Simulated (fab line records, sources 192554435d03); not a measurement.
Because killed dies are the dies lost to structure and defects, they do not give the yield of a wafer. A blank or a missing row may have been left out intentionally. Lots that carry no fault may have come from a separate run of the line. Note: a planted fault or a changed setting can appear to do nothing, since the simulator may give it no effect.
fab line records	flow n5Finfet
record: lots: 13	wafers: 39	lastDay: 20
route steps=1938 shown HKMG_FIN@445 MIM_BOT_ETCH@1866 PASSIVATION@1936
lots with no fault: from the same line, run without faults
startH: hours from the record's opening day to when the first of the lot's shown wafers began	waitH: time in hours since the lot's previous step	" identical to the entry in the row above	L1.1+2: a single row standing in for several wafers	- value missing, or start not given	* or withheld: withheld	< > ~ a bound
route shown NAME@n: NAME is a module with steps in the file, n the number in the route of the first one	usual: average and standard deviation across the fault-free wafers	same: alike in all rows	chamber/n: place in a boat	sites: per-site readings	_std_site: the values' standard deviation	_edge_site: the outer-site mean with the inner-site mean subtracted	radiusMm: for every site, how far away it sits from the centre of the wafer	mask NAME#n: copy n	behind: the last tool/chamber to shape the wafer	hold: why the lot was held/for how many hours/how that ended	device: the transistor (n, p or np) that didn't switch	end of line: at the end of the route, the tests of the same wafers	a step without rows: its recipe alone	killed: dies lost to structure and defects at the first sort, not the wafer's yield	map: dies across one wafer; x = killed, . = not, _ = none there
set.NAME: the setting that was run; set.NAME@STEP: the one run at that earlier step	model.NAME: the simulator's own value behind a step, which no gauge read
steps of the route over a sample of lots; a table a step, a row a wafer
services: a tool's chamber out of use, with start hour (startH, from the record's first day; less than 0 if before it), hours out, and reason
== steps ==
step: N5_HKMG_FIN_STRIP_89
recipe: chemistry: N2/H2	material: SOC	timeS: 20	powerW: 500	tempC: 40	pressureMtorr: 50	rfFrequencyHz: 6e+07	biasPowerW: 8	h2Frac: 0.5	n2FlowSccm: 300	h2FlowSccm: 300
usual: biasPowerW: 7.996/0.025	drypumpMotorCurrentA: 5.51/0.23	oesProductAu: 0.80/0.083	rfVppV: 54.3/0.89	showerheadPlenumPTorr: 3.36/0.11	throttleValvePct: 18.96/0.27
lot.wafer	tool	chamber	startH	waitH	biasPowerW	drypumpMotorCurrentA	oesProductAu	rfHoursCounterH	rfVppV	showerheadPlenumPTorr	throttleValvePct
L898.2	rieDiel-03	2	77.88	0.0	8.007	5.61	0.77	110	53.9	3.12	18.81
L898.3	"	3	"	"	7.981	5.33	0.92	14	53.4	3.43	19.04
L898.5	"	1	"	"	8.005	5.45	0.98	-	54.6	3.42	18.69
L899.1	rieDiel-06	3	86.38	0.0	7.975	5.35	0.82	93	53.8	3.40	19.29
L899.5	"	1	"	"	8.030	5.92	0.84	-	55.4	3.41	19.03
L899.6	"	2	"	"	7.980	5.29	0.75	-	53.6	3.35	18.76
L900.2	rieDiel-03	3	90.79	0.0	8.026	5.32	0.92	18	54.7	3.42	19.05
L900.3	"	1	"	"	7.965	5.46	0.96	8	55.1	3.42	18.72
L900.5	"	3	"	"	8.007	5.33	0.92	-	55.0	3.42	19.05
L901.4	rieDiel-06	0	95.36	0.0	7.994	5.53	0.76	151	52.3	3.21	19.08
L901.5	"	2	"	"	7.964	5.25	0.75	-	54.5	3.35	18.76
L901.6	"	3	"	"	8.040	5.33	0.83	-	53.2	3.39	19.29
L902.1	rieDiel-03	3	101.46	0.0	7.990	5.31	0.91	22	54.3	3.42	19.04
L902.2	"	1	"	"	8.022	5.47	0.94	13	52.9	3.42	18.71
L902.6	"	0	"	"	7.954	5.47	0.75	-	54.0	3.37	18.68
L903.3	rieDiel-05	1	108.21	0.0	7.965	5.56	0.69	231	54.4	3.45	19.52
L903.5	"	1	"	"	7.969	5.57	0.69	-	54.5	3.45	19.54
L903.6	"	2	"	"	7.984	5.90	0.73	-	55.4	3.35	18.56
L906.2	rieDiel-06	0	125.46	0.0	8.001	5.53	0.75	162	54.1	3.21	19.11
L906.4	"	3	"	"	7.971	5.34	0.81	108	54.4	3.39	19.32
L906.5	"	3	"	"	8.006	5.33	0.81	-	53.9	3.39	19.30
L910.2	rieDiel-06	1	150.64	0.0	8.000	5.86	0.81	76	54.8	3.40	19.04
L910.4	"	0	"	"	8.015	5.54	0.75	171	54.6	3.20	19.12
L910.6	"	3	"	"	7.978	5.35	0.81	-	55.3	3.38	19.32
L912.1	rieDiel-05	3	160.03	0.0	7.991	5.63	0.92	24	56.4	3.43	18.79
L912.2	"	2	"	"	7.988	5.94	0.71	191	54.2	3.34	18.58
L912.4	"	0	"	"	8.016	5.11	0.75	158	56.2	3.49	19.18
L914.2	rieDiel-06	1	176.50	0.0	7.991	5.84	0.79	85	55.8	3.39	19.08
L914.4	"	3	"	"	8.061	5.35	0.79	126	54.0	3.38	19.33
L914.6	"	3	"	"	8.042	5.35	0.79	-	55.6	3.38	19.34
L916.3	rieDiel-03	2	184.47	0.0	8.008	5.61	0.74	148	52.9	3.10	18.86
L916.4	"	0	"	"	8.027	5.46	0.72	167	55.5	3.36	18.74
L916.5	"	2	"	"	8.023	5.62	0.75	-	55.2	3.10	18.86
L917.1	rieDiel-03	0	193.25	0.0	7.979	5.45	0.72	170	54.4	3.36	18.73
L917.2	"	2	"	"	8.009	5.61	0.74	151	53.3	3.09	18.87
L917.5	"	3	"	"	8.030	5.32	0.84	-	55.5	3.40	19.11
L920.1	rieDiel-03	3	209.11	0.0	8.017	5.32	0.84	57	53.9	3.40	19.11
L920.4	"	2	"	"	8.004	5.62	0.73	156	52.6	3.09	18.88
L920.6	"	1	"	"	7.983	5.43	0.87	-	54.1	3.40	18.78
step: N5_MIM_BOT_ETCH_ETCH_04
recipe: chemistry: CF4/O2	target: SiNx	targetDepthA: 260	timeS: 13	ionEnergyEv: 100	pressureMtorr: 40	sourceW: 535	biasW: 49	Ar_flow_sccm: 100	cf4FlowSccm: 100	O2_flow_sccm: 10
usual: drypumpMotorCurrentA: 5.49/0.21	oesProductAu: 0.76/0.079	rfVppV: 241.2/1.9	showerheadPlenumPTorr: 2.18/0.075	throttleValvePct: 16.00/0.27
lot.wafer	tool	chamber	startH	waitH	drypumpMotorCurrentA	oesProductAu	rfHoursCounterH	rfVppV	showerheadPlenumPTorr	throttleValvePct
L899.1	rieDiel-06	0	304.25	0.1	5.54	0.70	228	241.2	2.09	16.25
L899.5	"	0	"	"	5.53	0.71	-	239.9	2.09	16.27
L899.6	"	1	"	"	5.89	0.76	-	241.6	2.22	15.68
L898.2	rieDiel-06	0	305.00	0.1	5.55	0.70	228	240.6	2.09	16.25
L898.3	"	0	"	"	5.55	0.69	-	240.7	2.09	16.26
L898.5	"	0	"	"	5.51	0.70	-	239.9	2.09	16.24
L901.4	rieDiel-03	1	322.18	0.0	5.45	0.82	-	243.3	2.22	15.64
L901.5	"	2	"	"	5.59	0.71	-	238.2	2.02	16.16
L901.6	"	3	"	"	5.26	0.80	-	240.4	2.22	16.26
L902.1	rieDiel-06	0	324.10	0.0	5.55	0.70	238	239.6	2.09	16.28
L902.2	"	3	"	"	5.33	0.75	176	243.6	2.20	16.17
L902.6	"	3	"	"	5.34	0.75	-	242.8	2.20	16.16
L903.3	rieDiel-03	1	324.67	0.0	5.43	0.83	88	242.6	2.22	15.63
L903.5	"	1	"	"	5.45	0.82	-	244.0	2.22	15.63
L903.6	"	3	"	"	5.26	0.80	-	241.9	2.22	16.23
L906.2	rieDiel-05	3	329.82	0.0	5.59	0.83	83	239.9	2.23	15.93
L906.4	"	0	"	"	5.11	0.71	209	238.0	2.27	16.40
L906.5	"	3	"	"	5.61	0.83	-	241.6	2.23	15.93
L900.2	rieDiel-03	2	330.81	0.0	5.61	0.71	199	238.4	2.02	16.17
L900.3	"	3	"	"	5.29	0.80	99	241.5	2.22	16.25
L900.5	"	3	"	"	5.29	0.79	-	239.8	2.22	16.24
L910.2	rieDiel-06	3	382.54	0.0	5.35	0.73	199	242.9	2.19	16.20
L910.4	"	1	"	"	5.86	0.72	-	240.7	2.21	15.75
L910.6	"	3	"	"	5.30	0.73	-	242.2	2.19	16.21
L912.1	rieDiel-05	0	406.10	0.1	5.12	0.69	240	237.2	2.26	16.46
L912.2	"	3	"	"	5.61	0.79	116	240.1	2.22	15.97
L912.4	"	0	"	"	5.14	0.69	-	237.5	2.26	16.45
L914.2	rieDiel-05	1	440.31	0.0	5.52	0.83	82	243.7	2.23	15.97
L914.4	"	2	"	"	5.89	0.90	-	243.0	2.16	15.57
L914.6	"	3	"	"	5.61	0.79	-	240.8	2.22	16.02
L917.1	rieDiel-06	2	449.17	0.0	5.25	0.94	23	243.5	2.16	15.52
L917.2	"	0	"	"	5.52	0.90	28	243.6	2.33	15.87
L917.5	"	1	"	"	5.87	0.71	-	239.5	2.20	15.80
L916.3	rieDiel-03	2	450.47	0.0	5.60	0.68	238	238.1	2.01	16.25
L916.4	"	3	"	"	5.31	0.76	134	241.5	2.21	16.32
L916.5	"	3	"	"	5.30	0.76	-	240.7	2.21	16.32
L920.1	rieDiel-03	2	469.85	0.0	5.60	0.67	243	237.7	2.01	16.23
L920.4	"	3	"	"	5.29	0.75	-	240.1	2.20	16.33
L920.6	"	1	"	"	5.44	0.77	-	242.6	2.21	15.72
step: N5_PASSIVATION_PROBE_49
usual: killed_at_M0_to_M3: 36/11	killed_at_M4_up: 13/5.1	killedAtContacts: 14/4.9	killedAtFrontEnd: 41/10	killedAtOther: 3.4/2.6	killedDies: 107/16	killedOpen: 70/11	killedShort: 36/7.8
same: grossDies: 1180	killedAtBackSide: 0
lot.wafer	tool	chamber	startH	waitH	killed_at_M0_to_M3	killed_at_M4_up	killedAtContacts	killedAtFrontEnd	killedAtOther	killedDies	killedOpen	killedShort
L912.1	prober-01	-	416.79	0.0	30	14	5	110	6	165	66	28
L912.2	prober-01	-	416.84	0.1	42	16	12	52	3	125	83	39
L912.4	prober-01	-	416.94	0.2	49	23	7	40	6	125	87	38
killed by level:class
L912.1 HKMG_FIN:unspecified=67 FIN_SAQP:geometricParticle:open=16 BEOL_M0_SAQP:geometricParticle:open=11 BEOL_M2:geometricParticle:open=7 BEOL_M4:geometricParticle:open=7 FIN_SAQP:geometricParticle:short=6 STI_FIN_REVEAL:geometricParticle:open=6 MOL_CONTACT_COAG:geometricParticle:open=5
L912.2 FIN_SAQP:geometricParticle:open=25 BEOL_M3:geometricParticle:open=11 MOL_CONTACT_COAG:geometricParticle:open=10 BEOL_M0_SAQP:geometricParticle:short=7 FIN_SAQP:geometricParticle:short=6 GATE_CUT:geometricParticle:short=6 BEOL_M0_SAQP:geometricParticle:open=6 BEOL_M1:geometricParticle:open=6
L912.4 BEOL_M0_SAQP:geometricParticle:open=16 FIN_SAQP:geometricParticle:open=15 BEOL_M4:geometricParticle:open=15 BEOL_M1:geometricParticle:open=10 BEOL_M0_SAQP:geometricParticle:short=9 FIN_SAQP:geometricParticle:short=8 MOL_CONTACT_COAG:geometricParticle:open=6 BEOL_M3:geometricParticle:open=6
== services ==
tool	chamber	startH	hours	kind
rieDiel-06	1	110.57	8.0	repair
rieDiel-05	2	191.71	1.3	repair
rieDiel-06	2	285.04	20.5	repair
rieDiel-03	1	290.99	9.8	repair
rieDiel-05	0	297.70	19.9	repair
rieDiel-06	0	300.01	1.3	repair
rieDiel-06	3	303.75	16.3	repair
rieDiel-06	2	311.68	4.3	repair
rieDiel-06	-	315.30	0.9	repair
rieDiel-05	1	340.08	4.4	repair
rieDiel-05	2	342.03	3.2	repair
rieDiel-06	0	358.73	-	clean
rieDiel-06	0	358.73	-	consumableReplace:focusRing
rieDiel-06	0	358.73	-	consumableReplace:showerhead
rieDiel-06	0	358.73	18.1	scheduledDown
rieDiel-06	0	358.73	18.1	ventCycle
rieDiel-03	1	369.64	16.3	repair
rieDiel-06	2	376.91	-	clean
rieDiel-05	1	387.25	21.5	repair
rieDiel-06	3	398.74	2.8	repair
rieDiel-03	3	417.16	6.7	repair
rieDiel-03	2	460.10	5.9	repair
rieDiel-03	0	466.06	-	clean
rieDiel-03	0	466.06	-	consumableReplace:focusRing
== key ==
firstSign: step: N5_PASSIVATION_PROBE_49	reading: killedAtFrontEnd	direction: up	sigmas: 6.8	usual: 41	struck: 110
effect: step: N5_PASSIVATION_PROBE_49	reading: killedDies	direction: up	sigmas: 3.6	usual: 107	struck: 165
moreKillsBornAt: N5_HKMG_FIN_STRIP_89@rieDiel-05: 67
metAt N5_HKMG_FIN_STRIP_89
struckLots L912
struckWafers L912.1
testerLeftOut L912
notActingAt N5_MIM_BOT_ETCH_ETCH_04
fault: kind: chamberParticleSource	tool: rieDiel-05	chamber: 3	onsetH: 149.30	steps: N5_HKMG_FIN_STRIP_89	ratePerVisitCm2: 1.7444	endH: 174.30
testerLeftOut: of these lots the tester's yield and bins aren't shown, on N5 and GAA mostly nor the transistor test; their killed dies are dies lost to structure and defects alone, not to doping, threshold or leakage, so they don't give the yield
